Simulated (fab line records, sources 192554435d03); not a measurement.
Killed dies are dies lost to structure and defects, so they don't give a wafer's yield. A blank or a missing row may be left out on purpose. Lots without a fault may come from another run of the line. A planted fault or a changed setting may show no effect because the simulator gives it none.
Problem report in the 8D (eight disciplines) form, filled by code | flow n5_finfet | the parts of the form that need people (team, actions taken, sign-off) are left out

1. THE PROBLEM
cd_nm at N5_BEOL_M4_CD_MEAS_11 reads a mean of 13.05 nm on 12 wafers of 4 lots; wafers without a fault read 16.79 nm with a standard deviation of 0.24. That is -16 standard deviations from the usual mean.
The step: target cd 16.79 nm.
First seen on wafer L504.1, day 12 05:40, on cd_sem-02. The record holds 27 wafers of 9 lots with a number at this step. Rule for "out", or "out of limits": more than 4 standard deviations from the usual mean. The other wafers with a number count as sound.

2. WHAT IT IS AND WHAT IT IS NOT
question                    | is                              | is not
which readings at this step | cd_nm                           | -
which lots                  | L504, L505, L508, L509          | L498, L500, L503, L510, L511
which wafers of those lots  | all that have a number          | -
read on which gauges        | cd_sem-01, cd_sem-02, cd_sem-03 | -
when                        | from day 12 05:40               | up to then (9 sound wafers); but 6 sound wafers of L510, L511 came after

3. SUSPECTS, AND WHAT RULES EACH OUT
Counting: a tool at a process step up to the reading stays a suspect if it ran every lot that is out and no sound lot after the first of them.
- the gauge at N5_BEOL_M4_CD_MEAS_11: ruled out. The wafers that are out were read on 3 gauges (cd_sem-01, cd_sem-02, cd_sem-03).
- pecvd-03 at N5_BEOL_M3_DEP_57 (deposits SiCN from 3MS/NH3, target thk 8 nm, time 14 s): kept. It ran every lot that is out, first L504 (day 12 04:43), and no sound lot after that; its last sound lot up to then is L503 (day 11 20:33).
- euv_scanner-01 at N5_BEOL_M4_EXPOSE_08 (exposes mask M4): kept. It ran every lot that is out, first L504 (day 12 05:32), and no sound lot after that; its last sound lot up to then is L503 (day 11 22:44). Its own readings are out on those wafers: exposure_dose_mJ_cm2.
Left after counting: pecvd-03 at N5_BEOL_M3_DEP_57, euv_scanner-01 at N5_BEOL_M4_EXPOSE_08.

4. THE CAUSE (what the simulator had put in)
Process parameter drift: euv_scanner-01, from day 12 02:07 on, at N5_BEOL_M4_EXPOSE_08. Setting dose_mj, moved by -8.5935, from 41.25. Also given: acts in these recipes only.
Counting left 2 suspects, and this tool is among them.

5. THE CHAIN OF EFFECTS, in route order
Each row: a reading whose mean over the struck wafers that have a number lies more than 3 standard deviations from the usual. Only readings for which the record gives a usual standard deviation are gone through. hours: the time from each lot's start at the first step in this table that gives one to its start at this step, as a median over the lots. sigmas: the change in usual standard deviations.
hours | step                    | reading              | usual    | on struck wafers | change | sigmas
0     | N5_BEOL_M4_EXPOSE_08    | exposure_dose_mJ_cm2 | 41.17    | 34.78            | -6.39  | -99 or more
0     | N5_BEOL_M4_CD_MEAS_11   | cd_nm                | 16.79 nm | 13.05            | -3.74  | -16
1     | N5_BEOL_M4_CD_MEAS_18   | cd_nm                | 17.93 nm | 14.13            | -3.80  | -13
141   | N5_PASSIVATION_PROBE_49 | defect_limited_yield | 91.5 %   | 0.0              | -91.5  | -70
141   | N5_PASSIVATION_PROBE_49 | killed_at_M4_up      | 13       | 1101             | +1088  | +99 or more
141   | N5_PASSIVATION_PROBE_49 | killed_dies          | 100      | 1180             | +1080  | +72
141   | N5_PASSIVATION_PROBE_49 | killed_on_rim        | 13       | 152              | +139   | +35
141   | N5_PASSIVATION_PROBE_49 | sort_n_pass          | 1080     | 0                | -1080  | -72
141   | N5_PASSIVATION_PROBE_49 | sort_yield_pct       | 91.5 %   | 0.0              | -91.5  | -70
The process steps in it:
- N5_BEOL_M4_EXPOSE_08: exposes mask M4.
- N5_PASSIVATION_PROBE_49

6. WHAT WOULD HAVE CAUGHT IT SOONER
In this record the first reading out of limits at a measuring or inspecting step was taken at day 12 05:40, 4 hours after the fault began at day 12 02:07.
The tool's own readings at N5_BEOL_M4_EXPOSE_08 were out on every struck wafer that the step has a row for (exposure_dose_mJ_cm2): an alarm limit on them would have fired on the first of those.
Of the lots that are out (4), L505, L508, L509 began N5_BEOL_M4_EXPOSE_08 on euv_scanner-01 after day 12 05:40. A hold on the tool at that time would have spared those 3.
